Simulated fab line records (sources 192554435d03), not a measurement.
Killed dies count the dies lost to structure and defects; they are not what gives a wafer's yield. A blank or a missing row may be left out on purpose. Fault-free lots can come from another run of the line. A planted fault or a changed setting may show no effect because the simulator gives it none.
The same fault as seen by 2 desks    flow n5 finfet    each desk has only its own numbers; what lay behind them comes last

== AT THE METROLOGY DESK ==
What the gauges read for every lot (on any tool): the sampled wafers with a number, averaged. Marked OUT: a lot whose mean sits more than 4 standard deviations from the usual mean, which makes it out of limits; the brackets give that distance. Shown here are 7 of its 10 readings, the ones lying furthest out on some lot.
Columns: A = DIBL_N at N5_BEOL_M4_RC_MEAS_101, usual 36.0 mV/V; B = DIBL_P at N5_BEOL_M4_RC_MEAS_101, usual 36.2 mV/V; C = IOFF_N at N5_BEOL_M4_RC_MEAS_101, usual 0.154 nA/um; D = SS_N at N5_BEOL_M4_RC_MEAS_101, usual 71.4 mV/dec; E = SS_P at N5_BEOL_M4_RC_MEAS_101, usual 73.2 mV/dec; F = VT_N at N5_BEOL_M4_RC_MEAS_101, usual 250.2 mV; G = VT_P at N5_BEOL_M4_RC_MEAS_101, usual -251 mV
lot   first seen here  A     B     C      D     E     F      G
L649  day 9 05:26      37.4  36.8  0.166  72.2  73.6  247.7  -248
L651  day 11 04:26     35.1  34.3  0.132  70.7  72.9  252.4  -254
L655  day 12 05:21     36.4  36.4  0.141  71.7  73.0  251.7  -253
L656  day 12 12:19     33.8  35.1  0.124  70.8  72.3  252.4  -252
L666  day 15 03:25     37.8  37.4  0.191  71.9  73.8  248.1  -248
L667  day 15 04:00     35.2  33.5  0.128  70.7  72.6  255.1  -252
L670  day 15 08:19     36.6  35.9  0.165  71.4  73.4  249.6  -246
L671  day 15 11:02     36.6  37.1  0.162  71.7  73.2  251.0  -251
This desk's finding: nothing out of limits on any of the 8 lots.

== DESK OF THE TOOL OWNER: euv scanner-02 ==
The tool's own readings at N5_MOL_CONTACT_COAG_EXPOSE_37 (exposes mask VD, defocus 0 nm): means of the sampled wafers that have a number, for each lot that ran on this tool. Marked OUT: a lot whose mean sits more than 4 standard deviations from the usual mean, which makes it out of limits; the brackets give that distance.
Columns: A = exposure dose mJ cm2 at N5_MOL_CONTACT_COAG_EXPOSE_37, usual 61.98; B = reticle temp C at N5_MOL_CONTACT_COAG_EXPOSE_37, usual 22.99 C
lot   first seen here  A                B
L649  day 5 21:12      62.02            23.00
L651  day 6 07:12      62.06            23.11
L655  day 6 19:59      63.33 (+18) OUT  22.86
L656  day 7 05:50      63.06 (+14) OUT  22.88
This desk finds L655, L656 out of limits, L655 being first, at day 6 19:59 (exposure dose mJ cm2 at N5_MOL_CONTACT_COAG_EXPOSE_37). In limits: L649, L651.

== ALL TOGETHER ==
The tool owner's desk could have raised an alarm at day 6 19:59, on L655, L656.
Metrology desk: nothing out of limits seen.
The metrology desk has L655, L656 on record, within its limits.
Of the lots named, all ran N5_MOL_CONTACT_COAG_EXPOSE_37 on euv scanner-02.

== WHAT WAS PUT IN BY THE SIMULATOR ==
Process parameters drifting: euv scanner-02 at N5_MOL_CONTACT_COAG_EXPOSE_37, beginning at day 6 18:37. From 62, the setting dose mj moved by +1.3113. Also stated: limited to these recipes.
Shown lots that were struck: L655, L656.
Time in hours from fault onset to the first out-of-limits reading at each desk: the tool owner's desk, 1.
